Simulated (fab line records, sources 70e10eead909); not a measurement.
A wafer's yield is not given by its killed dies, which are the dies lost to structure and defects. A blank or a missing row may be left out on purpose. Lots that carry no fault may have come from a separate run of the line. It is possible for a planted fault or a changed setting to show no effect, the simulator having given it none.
fab line records || flow nand-harc
[record] {"lots": 5, "wafers": 15, "last-day": 23}
route steps=1159 shown A_CONTACT@938 A_BLC@964 END@1159
lots that met no fault: taken from a fault-free run of the same line
start-h: start of the lot's first displayed wafer, in hours after the record's first day || wait-h: time in hours since the lot's previous step || " same as the row above || L1.1+2: a row that stands for several wafers || - no value, or no start was given || * or withheld: withheld || < > ~ a bound
route shown NAME@n: names a module that has steps shown in the file, with the first one's number in the route || usual: average and standard deviation across the fault-free wafers || same: alike in all rows || chamber/n: place in a boat || sites: the reading at each site || _std_site: how widely they spread, as a standard deviation || _edge_site: mean of outer sites minus mean of inner sites || radius-mm: for every site, how far away it sits from the centre of the wafer || mask NAME#n: copy n || behind: the last tool/chamber to shape the wafer || hold: why the lot went on hold/how many hours it stayed there/how the hold came to an end || device: the n, p or np transistor that did not switch || end of line: tests run on the same wafers once the route is complete || a step with no rows: only its recipe || killed: the dies lost at the first sort to structure and to defects; this is not the yield of the wafer || map: a wafer's dies, marking killed ones x, the rest . and places with no die _
set.NAME: the setting that was run; set.NAME@STEP: the one run at that earlier step || model.NAME: the simulator's own value behind a step, which no gauge read
lots at some steps of the route; a table a step, a row a wafer
services: when a tool's chamber went out of use (start-h, in hours from the record's first day, below 0 if earlier), for how many hours, and the reason
[[steps]]
[step NHARC_A_CONTACT_DESCUM_13]
[recipe] {"time-s": 3, "o2-flow-sccm": 200, "ar-flow-sccm": 0, "bias-power-w": 0, "chemistry": "O2"}
[step NHARC_A_CONTACT_ETCH_88]
[recipe] {"target-depth-a": 390, "over-etch-frac": 0.3, "time-s": 65, "ion-energy-ev": 80, "cf4-flow-sccm": 150, "ar-flow-sccm": 0, "rf-w": 300, "bias-w": 100, "chemistry": "CF4"}
[step NHARC_A_CONTACT_ETCH_89]
[recipe] {"target-depth-a": 2600, "over-etch-frac": 0.3, "time-s": 475.3, "ion-energy-ev": 200, "n2-flow-sccm": 150, "h2-flow-sccm": 150, "ar-flow-sccm": 0, "rf-w": 400, "bias-w": 150, "chemistry": "N2/H2"}
[step NHARC_A_CONTACT_ETCH_30]
[recipe] {"target-depth-a": 605, "time-s": 30.2, "cf4-flow-sccm": 100, "chf3-flow-sccm": 30, "ar-flow-sccm": 0, "rf-w": 500, "bias-w": 200, "chemistry": "CF4/CHF3"}
[step NHARC_A_CONTACT_ETCH_31]
[recipe] {"target-depth-a": 20000, "over-etch-frac": 0.3, "time-s": 520, "ion-energy-ev": 150, "o2-flow-sccm": 400, "cos-flow-sccm": 20, "ar-flow-sccm": 0, "rf-w": 500, "bias-w": 300, "chemistry": "O2/COS"}
[step NHARC_A_CONTACT_ETCH_134]
[recipe] {"source-w": "withheld", "pressure-mtorr": 20, "bias-v": "withheld", "time-s": 140, "target-depth-a": 7000, "ar-flow-sccm": "withheld", "c4f8-flow-sccm": "withheld", "o2-flow-sccm": "withheld", "chemistry": "C4F8/O2/Ar"}
[step NHARC_A_CONTACT_ETCH_135]
[recipe] {"source-w": "withheld", "pressure-mtorr": 20, "bias-v": 3000, "time-s": 132, "target-depth-a": 12870, "ar-flow-sccm": "withheld", "c4f8-flow-sccm": "withheld", "o2-flow-sccm": "withheld", "chemistry": "C4F8/O2/Ar"}
[step NHARC_A_CONTACT_ETCH_136]
[recipe] {"source-w": "withheld", "pressure-mtorr": 20, "bias-v": 3000, "time-s": 132, "target-depth-a": 12870, "ar-flow-sccm": "withheld", "c4f8-flow-sccm": "withheld", "o2-flow-sccm": "withheld", "chemistry": "C4F8/O2/Ar"}
[step NHARC_A_CONTACT_ETCH_137]
[recipe] {"source-w": "withheld", "pressure-mtorr": 20, "bias-v": 3000, "time-s": 132, "target-depth-a": 12870, "ar-flow-sccm": "withheld", "c4f8-flow-sccm": "withheld", "o2-flow-sccm": "withheld", "chemistry": "C4F8/O2/Ar"}
[step NHARC_A_CONTACT_ETCH_138]
[recipe] {"source-w": "withheld", "pressure-mtorr": 20, "bias-v": 3000, "time-s": 132, "target-depth-a": 12890, "ar-flow-sccm": "withheld", "c4f8-flow-sccm": "withheld", "o2-flow-sccm": "withheld", "chemistry": "C4F8/O2/Ar"}
[step NHARC_A_CONTACT_ETCH_139]
[recipe] {"source-w": "withheld", "pressure-mtorr": 20, "bias-v": 400, "time-s": 137, "target-depth-a": 5900, "ar-flow-sccm": "withheld", "c4f8-flow-sccm": 11.5, "o2-flow-sccm": 7.2, "chemistry": "C4F8/O2/Ar"}
[step NHARC_A_CONTACT_ETCH_92]
[recipe] {"target-depth-a": 400, "over-etch-frac": 0.5, "time-s": 85.7, "ion-energy-ev": 120, "ch3f-flow-sccm": 50, "o2-flow-sccm": 30, "ar-flow-sccm": 200, "rf-w": 500, "bias-w": 100, "chemistry": "CH3F/O2"}
[usual] {"chamber-pressure-mTorr": "25.00/0.031", "drypump-motor-current-A": "5.7/0.36", "oes-product-au": "0.931/0.026", "rf-vpp-V": "244.4/1.6", "showerhead-plenum-p-Torr": "2.46/0.1", "throttle-valve-pct": "20.664/0.0083"}
{"lot.wafer": "L328.4", "tool": "rie-diel-12", "chamber": 2, "start-h": 432.60, "wait-h": 0.3, "chamber-pressure-mTorr": 25.00, "drypump-motor-current-A": 5.7, "oes-product-au": 0.932, "rf-hours-counter-h": 7, "rf-vpp-V": 242.4, "showerhead-plenum-p-Torr": 2.39, "throttle-valve-pct": 20.650}
{"lot.wafer": "L328.1", "tool": "rie-diel-12", "chamber": 0, "start-h": 432.60, "wait-h": 0.3, "chamber-pressure-mTorr": 24.98, "drypump-motor-current-A": 5.3, "oes-product-au": 0.918, "rf-hours-counter-h": 8, "rf-vpp-V": 244.9, "showerhead-plenum-p-Torr": 2.53, "throttle-valve-pct": 20.660}
{"lot.wafer": "L328.6", "tool": "rie-diel-12", "chamber": 2, "start-h": 432.60, "wait-h": 0.3, "chamber-pressure-mTorr": 25.01, "drypump-motor-current-A": 5.7, "oes-product-au": 0.933, "rf-hours-counter-h": "-", "rf-vpp-V": 244.6, "showerhead-plenum-p-Torr": 2.39, "throttle-valve-pct": 20.677}
{"lot.wafer": "L332.2", "tool": "rie-diel-12", "chamber": 3, "start-h": 468.85, "wait-h": 0.4, "chamber-pressure-mTorr": 24.99, "drypump-motor-current-A": 6.0, "oes-product-au": 0.909, "rf-hours-counter-h": 15, "rf-vpp-V": 243.4, "showerhead-plenum-p-Torr": 2.50, "throttle-valve-pct": 20.669}
{"lot.wafer": "L332.4", "tool": "rie-diel-12", "chamber": 2, "start-h": 468.85, "wait-h": 0.4, "chamber-pressure-mTorr": 25.03, "drypump-motor-current-A": 5.8, "oes-product-au": 0.944, "rf-hours-counter-h": 14, "rf-vpp-V": 242.7, "showerhead-plenum-p-Torr": 2.39, "throttle-valve-pct": 20.651}
{"lot.wafer": "L332.5", "tool": "rie-diel-12", "chamber": 3, "start-h": 468.85, "wait-h": 0.4, "chamber-pressure-mTorr": 24.97, "drypump-motor-current-A": 6.0, "oes-product-au": 0.907, "rf-hours-counter-h": "-", "rf-vpp-V": 244.8, "showerhead-plenum-p-Torr": 2.50, "throttle-valve-pct": 20.658}
{"lot.wafer": "L335.3", "tool": "rie-diel-12", "chamber": 0, "start-h": 474.12, "wait-h": 0.3, "chamber-pressure-mTorr": 24.95, "drypump-motor-current-A": 5.3, "oes-product-au": 0.924, "rf-hours-counter-h": 16, "rf-vpp-V": 244.8, "showerhead-plenum-p-Torr": 2.53, "throttle-valve-pct": 20.672}
{"lot.wafer": "L335.4", "tool": "rie-diel-12", "chamber": 3, "start-h": 474.12, "wait-h": 0.3, "chamber-pressure-mTorr": 24.97, "drypump-motor-current-A": 6.0, "oes-product-au": 0.905, "rf-hours-counter-h": 16, "rf-vpp-V": 243.6, "showerhead-plenum-p-Torr": 2.50, "throttle-valve-pct": 20.653}
{"lot.wafer": "L335.6", "tool": "rie-diel-12", "chamber": 1, "start-h": 474.12, "wait-h": 0.3, "chamber-pressure-mTorr": 25.06, "drypump-motor-current-A": 5.5, "oes-product-au": 0.914, "rf-hours-counter-h": "-", "rf-vpp-V": 243.2, "showerhead-plenum-p-Torr": 2.33, "throttle-valve-pct": 20.661}
{"lot.wafer": "L337.4", "tool": "rie-diel-12", "chamber": 1, "start-h": 490.46, "wait-h": 0.3, "chamber-pressure-mTorr": 24.99, "drypump-motor-current-A": 5.4, "oes-product-au": 0.916, "rf-hours-counter-h": 19, "rf-vpp-V": 241.5, "showerhead-plenum-p-Torr": 2.33, "throttle-valve-pct": 20.668}
{"lot.wafer": "L337.3", "tool": "rie-diel-12", "chamber": 2, "start-h": 490.46, "wait-h": 0.3, "chamber-pressure-mTorr": 25.01, "drypump-motor-current-A": 5.7, "oes-product-au": 0.938, "rf-hours-counter-h": 19, "rf-vpp-V": 242.5, "showerhead-plenum-p-Torr": 2.38, "throttle-valve-pct": 20.661}
{"lot.wafer": "L337.5", "tool": "rie-diel-12", "chamber": 0, "start-h": 490.46, "wait-h": 0.3, "chamber-pressure-mTorr": 25.01, "drypump-motor-current-A": 5.3, "oes-product-au": 0.930, "rf-hours-counter-h": "-", "rf-vpp-V": 244.7, "showerhead-plenum-p-Torr": 2.53, "throttle-valve-pct": 20.653}
{"lot.wafer": "L339.1", "tool": "rie-diel-10", "chamber": 0, "start-h": 494.22, "wait-h": 0.4, "chamber-pressure-mTorr": 25.02, "drypump-motor-current-A": 6.3, "oes-product-au": 0.925, "rf-hours-counter-h": 51, "rf-vpp-V": 245.5, "showerhead-plenum-p-Torr": 2.57, "throttle-valve-pct": 20.671}
{"lot.wafer": "L339.2", "tool": "rie-diel-10", "chamber": 1, "start-h": 494.22, "wait-h": 0.4, "chamber-pressure-mTorr": 25.01, "drypump-motor-current-A": 6.3, "oes-product-au": 0.931, "rf-hours-counter-h": 53, "rf-vpp-V": 247.5, "showerhead-plenum-p-Torr": 2.64, "throttle-valve-pct": 20.672}
{"lot.wafer": "L339.4", "tool": "rie-diel-10", "chamber": 2, "start-h": 494.22, "wait-h": 0.4, "chamber-pressure-mTorr": 24.99, "drypump-motor-current-A": 5.6, "oes-product-au": 0.922, "rf-hours-counter-h": 53, "rf-vpp-V": 244.2, "showerhead-plenum-p-Torr": 2.35, "throttle-valve-pct": 20.664}
[step NHARC_A_CONTACT_ETCH_98]
[recipe] {"target-depth-a": 200, "over-etch-frac": 0.5, "time-s": 10, "ion-energy-ev": 250, "c4f6-flow-sccm": 25, "o2-flow-sccm": 20, "ar-flow-sccm": 500, "rf-w": 600, "bias-w": 500, "chemistry": "C4F6/O2"}
[step NHARC_A_CONTACT_STRIP_107]
[recipe] {"n2-flow-sccm": 150, "h2-flow-sccm": 150, "ar-flow-sccm": 0, "bias-w": 0, "chemistry": "N2/H2"}
[step NHARC_A_CONTACT_STRIP_108]
[recipe] {"cf4-flow-sccm": 100, "chf3-flow-sccm": 30, "ar-flow-sccm": 0, "bias-w": 0, "chemistry": "CF4/CHF3"}
[step NHARC_A_CONTACT_STRIP_109]
[recipe] {"o2-flow-sccm": 400, "cos-flow-sccm": 20, "ar-flow-sccm": 0, "bias-w": 0, "chemistry": "O2/COS"}
[step NHARC_A_CONTACT_ETCH_110]
[recipe] {"target-depth-a": 500, "overetch-a": 50, "time-s": 27.5, "ion-energy-ev": 100, "cf4-flow-sccm": 80, "o2-flow-sccm": 20, "ar-flow-sccm": 0, "rf-w": 300, "bias-w": 100, "chemistry": "CF4/O2"}
[step NHARC_A_CONTACT_STRIP_26]
[recipe] {"o2-flow-sccm": 500, "ar-flow-sccm": 0, "bias-w": 0, "chemistry": "O2"}
[step NHARC_A_CONTACT_STRIP_27]
[recipe] {"time-s": 600, "temp-c": 30, "chemistry": "post-etch-residue-remover"}
[step NHARC_A_CONTACT_ALD_18]
[recipe] {"target-thk-a": 30, "pulse-time-s": 1, "ald-cycles": 150, "temp-c": 450, "material": "TiN"}
[step NHARC_A_CONTACT_CVD_19]
[recipe] {"target-thk-a": 3000, "temp-c": 300, "pressure-torr": 40, "wf6-flow-sccm": 40, "h2-flow-sccm": 1600, "ar-flow-sccm": 1560, "time-s": 802, "material": "W"}
[step NHARC_A_CONTACT_CMP_20]
[recipe] {"t-overpolish-s": 30, "target-thk-nm": 300}
[step NHARC_A_CONTACT_SRD_22]
[step NHARC_A_BLC_DEHYDRATE_00]
[recipe] {"temp-c": 150, "time-s": 120}
[step NHARC_A_BLC_HMDS_01]
[recipe] {"time-s": 30}
[step NHARC_A_BLC_COAT_02]
[recipe] {"temp-c": 260, "time-s": 75}
[step NHARC_A_BLC_COAT_03]
[recipe] {"temp-c": 225, "time-s": 65}
[step NHARC_A_BLC_COAT_04]
[recipe] {"spin-rpm": 1500, "resist-thk-nm": 90}
[step NHARC_A_BLC_SOFTBAKE_05]
[recipe] {"temp-c": 105, "time-s": 55}
[step NHARC_A_BLC_EBR_06]
[step NHARC_A_BLC_EXPOSE_07]
[recipe] {"na": 1.35, "target-cd-nm": 100, "dose-mj": 67.97, "mask-id": "A_BLC"}
[step NHARC_A_BLC_PEB_08]
[recipe] {"peb-temp-c": 100, "peb-time-s": 65}
[step NHARC_A_BLC_DEVELOP_09]
[recipe] {"develop-time-s": 35, "dev-temp-c": 23}
[step NHARC_A_BLC_DESCUM_15]
[recipe] {"time-s": 3, "o2-flow-sccm": 200, "ar-flow-sccm": 0, "bias-power-w": 0, "chemistry": "O2"}
[step NHARC_A_BLC_ETCH_16]
[recipe] {"target-depth-a": 390, "over-etch-frac": 0.3, "time-s": 65, "ion-energy-ev": 80, "cf4-flow-sccm": 150, "ar-flow-sccm": 0, "rf-w": 300, "bias-w": 100, "chemistry": "CF4"}
[step NHARC_END_SORT_01]
[recipe] {"temp-c": 25}
[usual] {"killed-at-array": "27/10", "killed-at-other": "0.6/0.83", "killed-at-periphery": "2.4/1.8", "killed-dies": "30/10", "killed-open": "3.3/1.7", "killed-short": "1.8/1.4"}
[same] {"gross-dies": 677}
{"lot.wafer": "L328.1", "tool": "prober-02", "chamber": 0, "start-h": 485.69, "wait-h": 2.5, "killed-at-array": 18, "killed-at-other": 0, "killed-at-periphery": 3, "killed-dies": 21, "killed-open": 7, "killed-short": 2}
{"lot.wafer": "L328.4", "tool": "prober-02", "chamber": 0, "start-h": 488.09, "wait-h": 3.4, "killed-at-array": 11, "killed-at-other": 2, "killed-at-periphery": 0, "killed-dies": 13, "killed-open": 2, "killed-short": 1}
{"lot.wafer": "L328.6", "tool": "prober-02", "chamber": 0, "start-h": 489.69, "wait-h": 4.0, "killed-at-array": 13, "killed-at-other": 0, "killed-at-periphery": 1, "killed-dies": 14, "killed-open": 5, "killed-short": 4}
{"lot.wafer": "L335.3", "tool": "prober-02", "chamber": 0, "start-h": 523.75, "wait-h": 3.1, "killed-at-array": 125, "killed-at-other": 0, "killed-at-periphery": 1, "killed-dies": 126, "killed-open": 4, "killed-short": 2}
{"lot.wafer": "L335.4", "tool": "prober-02", "chamber": 0, "start-h": 524.56, "wait-h": 3.4, "killed-at-array": 104, "killed-at-other": 0, "killed-at-periphery": 1, "killed-dies": 105, "killed-open": 4, "killed-short": 0}
{"lot.wafer": "L335.6", "tool": "prober-02", "chamber": 0, "start-h": 526.17, "wait-h": 4.0, "killed-at-array": 137, "killed-at-other": 1, "killed-at-periphery": 5, "killed-dies": 143, "killed-open": 4, "killed-short": 3}
{"lot.wafer": "L332.2", "tool": "prober-01", "chamber": 0, "start-h": 530.70, "wait-h": 2.8, "killed-at-array": 111, "killed-at-other": 0, "killed-at-periphery": 2, "killed-dies": 113, "killed-open": 3, "killed-short": 2}
{"lot.wafer": "L332.4", "tool": "prober-01", "chamber": 0, "start-h": 532.27, "wait-h": 3.4, "killed-at-array": 72, "killed-at-other": 0, "killed-at-periphery": 1, "killed-dies": 73, "killed-open": 1, "killed-short": 1}
{"lot.wafer": "L332.5", "tool": "prober-01", "chamber": 0, "start-h": 533.06, "wait-h": 3.6, "killed-at-array": 117, "killed-at-other": 0, "killed-at-periphery": 1, "killed-dies": 118, "killed-open": 3, "killed-short": 3}
{"lot.wafer": "L337.3", "tool": "prober-01", "chamber": 0, "start-h": 545.54, "wait-h": 3.1, "killed-at-array": 44, "killed-at-other": 1, "killed-at-periphery": 4, "killed-dies": 49, "killed-open": 3, "killed-short": 2}
{"lot.wafer": "L337.4", "tool": "prober-01", "chamber": 0, "start-h": 546.34, "wait-h": 3.4, "killed-at-array": 122, "killed-at-other": 1, "killed-at-periphery": 1, "killed-dies": 124, "killed-open": 2, "killed-short": 3}
{"lot.wafer": "L337.5", "tool": "prober-01", "chamber": 0, "start-h": 547.14, "wait-h": 3.7, "killed-at-array": 118, "killed-at-other": 1, "killed-at-periphery": 2, "killed-dies": 121, "killed-open": 5, "killed-short": 2}
{"lot.wafer": "L339.1", "tool": "prober-01", "chamber": 0, "start-h": 551.70, "wait-h": 2.5, "killed-at-array": 41, "killed-at-other": 0, "killed-at-periphery": 4, "killed-dies": 45, "killed-open": 4, "killed-short": 1}
{"lot.wafer": "L339.2", "tool": "prober-01", "chamber": 0, "start-h": 552.49, "wait-h": 2.8, "killed-at-array": 52, "killed-at-other": 0, "killed-at-periphery": 3, "killed-dies": 55, "killed-open": 6, "killed-short": 0}
{"lot.wafer": "L339.4", "tool": "prober-01", "chamber": 0, "start-h": 554.09, "wait-h": 3.4, "killed-at-array": 43, "killed-at-other": 1, "killed-at-periphery": 3, "killed-dies": 47, "killed-open": 3, "killed-short": 1}
// killed by level:class
L328.1 A_CHANNEL_HOLE_D1:chamber-film-flake=4 A_CONTACT:chamber-film-flake=4 A_CONTACT:geometric-particle:open=2 A_CHANNEL_FILL_D1:chamber-film-flake=2 A_STAIRCASE:chamber-film-flake=2 P_GATE:geometric-particle:open=1 P_CONTACT:geometric-particle:open=1 P_M0:geometric-particle:open=1
L328.4 A_CHANNEL_HOLE_D1:chamber-film-flake=7 THIN_TSV:chamber-film-flake=2 A_ONON_D1:geometric-particle:short=1 A_CONTACT:geometric-particle:open=1 A_M0:geometric-particle:open=1 A_CHANNEL_FILL_D1:chamber-film-flake=1
L328.6 A_M0:geometric-particle:open=2 A_CHANNEL_HOLE_D1:chamber-film-flake=2 A_CHANNEL_FILL_D1:chamber-film-flake=2 P_GATE:geometric-particle:short=1 A_SOURCE_PLATE:geometric-particle:open=1 A_SGD_CUT:geometric-particle:open=1 A_WL_FILL:geometric-particle:short=1 A_CONTACT:geometric-particle:open=1
L335.3 A_CONTACT:unspecified=92 A_CHANNEL_HOLE_D1:chamber-film-flake=22 A_STAIRCASE:chamber-film-flake=3 A_WL_FILL:geometric-particle:open=2 A_CONTACT:chamber-film-flake=2 P_CONTACT:geometric-particle:open=1 A_ONON_D1:geometric-particle:short=1 A_WL_FILL:geometric-particle:short=1
L335.4 A_CONTACT:unspecified=83 A_CHANNEL_HOLE_D1:chamber-film-flake=13 A_CONTACT:geometric-particle:open=2 A_STAIRCASE:chamber-film-flake=2 A_WL_FILL:geometric-particle:open=1 A_M0:geometric-particle:open=1 P_STI:chamber-film-flake=1 A_CONTACT:chamber-film-flake=1
L335.6 A_CONTACT:unspecified=105 A_CHANNEL_HOLE_D1:chamber-film-flake=22 A_STAIRCASE:chamber-film-flake=4 A_CONTACT:geometric-particle:open=2 P_STI:chamber-film-flake=2 P_STI:geometric-particle:short=1 P_M0:geometric-particle:open=1 A_WL_FILL:geometric-particle:open=1
L332.2 A_CONTACT:unspecified=73 A_CHANNEL_HOLE_D1:chamber-film-flake=17 A_SLIT:chamber-film-flake=11 A_CONTACT:chamber-film-flake=4 P_ZERO_WELL:geometric-particle:short=1 A_CHANNEL_FILL_D1:geometric-particle:open=1 A_STAIRCASE:geometric-particle:short=1 A_M0:geometric-particle:open=1
L332.4 A_CONTACT:unspecified=32 A_CHANNEL_HOLE_D1:chamber-film-flake=15 A_SLIT:chamber-film-flake=10 A_CONTACT:chamber-film-flake=8 A_STAIRCASE:chamber-film-flake=5 P_M0:geometric-particle:open=1 A_BLC:geometric-particle:short=1 A_M1:chamber-film-flake=1
L332.5 A_CONTACT:unspecified=77 A_CHANNEL_HOLE_D1:chamber-film-flake=17 A_SLIT:chamber-film-flake=13 A_CONTACT:chamber-film-flake=2 A_SOURCE_PLATE:geometric-particle:open=1 A_ONON_D1:geometric-particle:short=1 A_CHANNEL_FILL_D1:geometric-particle:short=1 A_WL_FILL:geometric-particle:short=1
L337.3 A_CONTACT:unspecified=28 A_BLC:chamber-film-flake=4 A_CHANNEL_HOLE_D1:chamber-film-flake=3 A_STAIRCASE:chamber-film-flake=3 A_CHANNEL_FILL_D1:geometric-particle:short=2 P_STI:chamber-film-flake=2 A_CONTACT:chamber-film-flake=2 P_M0:geometric-particle:open=1
L337.4 A_CONTACT:unspecified=103 A_BLC:chamber-film-flake=8 A_STAIRCASE:chamber-film-flake=3 A_CHANNEL_HOLE_D1:chamber-film-flake=2 P_GATE:geometric-particle:open=1 A_ONON_D1:geometric-particle:open=1 A_CHANNEL_HOLE_D1:geometric-particle:short=1 A_CHANNEL_FILL_D1:geometric-particle:short=1
L337.5 A_CONTACT:unspecified=98 A_CHANNEL_HOLE_D1:chamber-film-flake=5 A_STAIRCASE:chamber-film-flake=4 A_BLC:chamber-film-flake=3 A_CONTACT:geometric-particle:open=2 A_CONTACT:chamber-film-flake=2 P_M0:geometric-particle:open=1 P_M0:geometric-particle:short=1
L339.1 A_CHANNEL_HOLE_D1:chamber-film-flake=20 A_SLIT:chamber-film-flake=15 P_M0:geometric-particle:open=2 A_CONTACT:geometric-particle:open=2 P_GATE:chamber-film-flake=2 A_STAIRCASE:chamber-film-flake=2 A_WL_FILL:geometric-particle:short=1 A_WL_FILL:chamber-film-flake=1
L339.2 A_CHANNEL_HOLE_D1:chamber-film-flake=27 A_SLIT:chamber-film-flake=14 A_STAIRCASE:chamber-film-flake=5 A_CONTACT:geometric-particle:open=3 P_CONTACT:geometric-particle:open=1 P_M0:geometric-particle:open=1 A_M0:geometric-particle:open=1 P_GATE:chamber-film-flake=1
L339.4 A_SLIT:chamber-film-flake=19 A_CHANNEL_HOLE_D1:chamber-film-flake=16 A_STAIRCASE:chamber-film-flake=5 P_GATE:chamber-film-flake=2 P_M0:geometric-particle:open=1 A_SOURCE_PLATE:geometric-particle:short=1 A_CHANNEL_FILL_D1:geometric-particle:open=1 STARTING-WAFER:geometric-particle:open=1
// map L332.5 (x killed, . not)
____________.____________
_________..x...._________
_______..........._______
______.....x.......______
_____..............._____
____.................____
____.................____
___...................___
___...................___
__........x............__
__.............x.......__
_......................._
_...............x......._
_...........x...x......._
_............xx........._
_.....x........x.x......_
.x...........xx..x..x....
..x............x.........
..xxx......x...x.........
xxxxxxx..................
xxxxxxx.........x........
_xxxxxxx.x.............._
_xxxxxxxx..............._
_xxxxxxx................_
_xxxxxxxx.x............._
_xxxxxxxx.x............._
__xxxxxx.xx...x........__
__xxxxxxxx...x.........__
___xxxx.xxx...........___
___xxx...x.x..x.......___
____x.....x.x......x.____
____.x...............____
_____...x..........._____
______....x........______
_______..........._______
_________......._________
____________.____________
// map L335.6 (x killed, . not)
____________.____________
_________......._________
_______..........._______
______.....x.......______
_____.........x....._____
____.................____
____.x....x..........____
___...................___
___...................___
__............xx.......__
__..............xxx....__
_..............xxxx....._
_..........x.xxxxxxx...._
_..........xx.xxxxxx...._
_..........xxxxxxxxxx..._
_..........xxxxxxxxx.x.._
............xxxxxxxxx....
...........xxxxxxxxxx....
..x.........xxxxxxxxx....
...........xxxxxxxxx.....
...........x.xxxxxxx.....
_.....x...x.xxxxxxx....._
_x..........x.xxxxxxx..._
_...x......x...x........_
_....x.........x......x._
_.........x.x..........._
__.....x..x............__
__......xxxxx..........__
___.....xxxx..........___
___......xxx.......x..___
____...x..x..........____
____x.....xx.x.......____
_____...x..........._____
______.............______
_______..........._______
_________......._________
____________.____________
[[services]]
{"tool": "rie-diel-10", "chamber": 0, "start-h": 411.58, "hours": "-", "kind": "clean"}
{"tool": "rie-diel-10", "chamber": 1, "start-h": 411.58, "hours": "-", "kind": "clean"}
{"tool": "rie-diel-10", "chamber": 2, "start-h": 411.58, "hours": "-", "kind": "clean"}
{"tool": "rie-diel-10", "chamber": 3, "start-h": 411.58, "hours": "-", "kind": "clean"}
{"tool": "rie-diel-12", "chamber": 0, "start-h": 412.90, "hours": "-", "kind": "clean"}
{"tool": "rie-diel-12", "chamber": 1, "start-h": 412.90, "hours": "-", "kind": "clean"}
{"tool": "rie-diel-12", "chamber": 2, "start-h": 412.90, "hours": "-", "kind": "clean"}
{"tool": "rie-diel-12", "chamber": 3, "start-h": 412.90, "hours": "-", "kind": "clean"}
{"tool": "rie-diel-10", "chamber": 0, "start-h": 436.08, "hours": "-", "kind": "clean"}
{"tool": "rie-diel-10", "chamber": 1, "start-h": 436.08, "hours": "-", "kind": "clean"}
{"tool": "rie-diel-10", "chamber": 2, "start-h": 436.08, "hours": "-", "kind": "clean"}
{"tool": "rie-diel-12", "chamber": 0, "start-h": 437.40, "hours": "-", "kind": "clean"}
{"tool": "rie-diel-12", "chamber": 1, "start-h": 437.40, "hours": "-", "kind": "clean"}
{"tool": "rie-diel-12", "chamber": 2, "start-h": 437.40, "hours": "-", "kind": "clean"}
{"tool": "rie-diel-12", "chamber": 3, "start-h": 437.40, "hours": "-", "kind": "clean"}
{"tool": "rie-diel-12", "chamber": 0, "start-h": 461.90, "hours": "-", "kind": "clean"}
{"tool": "rie-diel-12", "chamber": 1, "start-h": 461.90, "hours": "-", "kind": "clean"}
{"tool": "rie-diel-12", "chamber": 2, "start-h": 461.90, "hours": "-", "kind": "clean"}
{"tool": "rie-diel-12", "chamber": 3, "start-h": 461.90, "hours": "-", "kind": "clean"}
{"tool": "rie-diel-10", "chamber": "-", "start-h": 483.08, "hours": 4.7, "kind": "repair"}
{"tool": "rie-diel-12", "chamber": 0, "start-h": 486.40, "hours": "-", "kind": "clean"}
{"tool": "rie-diel-12", "chamber": 1, "start-h": 486.40, "hours": "-", "kind": "clean"}
{"tool": "rie-diel-12", "chamber": 2, "start-h": 486.40, "hours": "-", "kind": "clean"}
{"tool": "rie-diel-12", "chamber": 3, "start-h": 486.40, "hours": "-", "kind": "clean"}
[[key]]
[first-sign] {"step": "NHARC_END_SORT_01", "reading": "killed-at-array", "direction": "up", "sigmas": 7.7, "usual": 27, "struck": 106}
[effect] {"step": "NHARC_END_SORT_01", "reading": "killed-dies", "direction": "up", "sigmas": 7.6, "usual": 30, "struck": 108}
[more-kills-born-at] {"NHARC_A_CONTACT_ETCH_92@rie-diel-12": 691}
met-at NHARC_A_CONTACT_ETCH_92
struck-wafers L332.2,L332.4,L332.5,L335.3,L335.4,L335.6,L337.3,L337.4,L337.5
tester-left-out L332,L335,L337
onset-between 432.60 468.85
[fault] {"kind": "chamber-particle-source", "tool": "rie-diel-12", "chamber": "-", "onset-h": 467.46, "steps": "NHARC_A_CONTACT_ETCH_92", "rate-per-visit-cm2": 1.7798, "end-h": 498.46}
// tester-left-out: of these lots the tester's yield and bins aren't shown, on N5 and GAA mostly nor the transistor test; their killed dies are dies lost to structure and defects alone, not to doping, threshold or leakage, so they don't give the yield
